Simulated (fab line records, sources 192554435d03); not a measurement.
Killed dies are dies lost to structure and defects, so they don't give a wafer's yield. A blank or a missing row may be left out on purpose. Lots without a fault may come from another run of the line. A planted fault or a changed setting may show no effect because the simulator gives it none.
Chamber matching | flow n5_finfet | N5_SD_EPI_P_ETCH_36 on rie_diel-04: 4 sister chambers
The step etches SiARC in CF4, target depth 45.5 nm, time 75.8 s. 22 wafers are shown with their chamber, then 11 later ones without.

WAFERS WITH THEIR CHAMBER
wafer  | chamber | showerhead_plenum_p_Torr (Torr) | drypump_motor_current_A (A) | throttle_valve_pct (%)
L075.3 | 1       | 2.24                            | 5.9                         | 15.51
L075.4 | 3       | 2.04                            | 5.5                         | 15.88
L075.6 | 0       | 2.14                            | 5.7                         | 15.87
L077.1 | 3       | 2.04                            | 5.5                         | 15.91
L077.2 | 1       | 2.24                            | 5.9                         | 15.51
L077.3 | 0       | 2.13                            | 5.7                         | 15.89
L077.4 | 2       | 2.13                            | 5.8                         | 15.64
L077.5 | 3       | 2.04                            | 5.5                         | 15.89
L077.6 | 0       | 2.14                            | 5.7                         | 15.88
L083.3 | 3       | 2.04                            | 5.5                         | 15.91
L083.5 | 2       | 2.12                            | 5.8                         | 15.64
L083.6 | 1       | 2.23                            | 5.9                         | 15.54
L084.1 | 3       | 2.04                            | 5.5                         | 15.91
L084.2 | 1       | 2.23                            | 5.9                         | 15.53
L084.3 | 2       | 2.12                            | 5.7                         | 15.63
L084.4 | 0       | 2.13                            | 5.7                         | 15.89
L084.5 | 1       | 2.23                            | 5.9                         | 15.53
L084.6 | 2       | 2.12                            | 5.7                         | 15.65
L086.2 | 2       | 2.12                            | 5.8                         | 15.65
L086.3 | 0       | 2.13                            | 5.7                         | 15.92
L086.6 | 1       | 2.23                            | 5.9                         | 15.56
L088.1 | 0       | 2.13                            | 5.7                         | 15.92

SIGNATURES (means of the wafers above)
reading                  | chamber 0 | chamber 1 | chamber 2 | chamber 3 | scatter within a chamber
showerhead_plenum_p_Torr | 2.1333    | 2.2333    | 2.1220    | 2.0400    | 0.00439
drypump_motor_current_A  | 5.700     | 5.900     | 5.760     | 5.500     | 0.0258
throttle_valve_pct       | 15.8950   | 15.5300   | 15.6420   | 15.9000   | 0.0167
Rule: a wafer's distance from a chamber is the root of the sum, over the readings, of the square of ((its reading less the chamber's mean) divided by the reading's scatter). The wafer belongs to the nearest chamber; if the next one is less than 2 further off, it can't be placed. The scatter: the root of (the sum of the squares of (reading less its chamber's mean) over the shown wafers, divided by (wafers less chambers)).

WAFERS WITHOUT THEIR CHAMBER
wafer  | showerhead_plenum_p_Torr (Torr) | drypump_motor_current_A (A) | throttle_valve_pct (%)
L088.2 | 2.12                            | 5.8                         | 15.66
L088.3 | 2.23                            | 5.9                         | 15.56
L088.4 | 2.03                            | 5.5                         | 15.94
L088.5 | 2.23                            | 5.9                         | 15.57
L088.6 | 2.12                            | 5.8                         | 15.66
L089.1 | 2.13                            | 5.7                         | 15.92
L089.2 | 2.23                            | 5.9                         | 15.56
L089.3 | 2.03                            | 5.5                         | 15.94
L089.4 | 2.12                            | 5.8                         | 15.68
L089.5 | 2.13                            | 5.7                         | 15.91
L089.6 | 2.03                            | 5.5                         | 15.94

WHICH CHAMBER EACH WENT THROUGH
wafer  | from the rows above | in truth
L088.2 | 2                   | 2
L088.3 | 1                   | 1
L088.4 | 3                   | 3
L088.5 | 1                   | 1
L088.6 | 2                   | 2
L089.1 | 0                   | 0
L089.2 | 1                   | 1
L089.3 | 3                   | 3
L089.4 | 2                   | 2
L089.5 | 0                   | 0
L089.6 | 3                   | 3
Placed correctly: 11 of 11. Can't be placed from these rows: 0. Placed wrongly: 0.
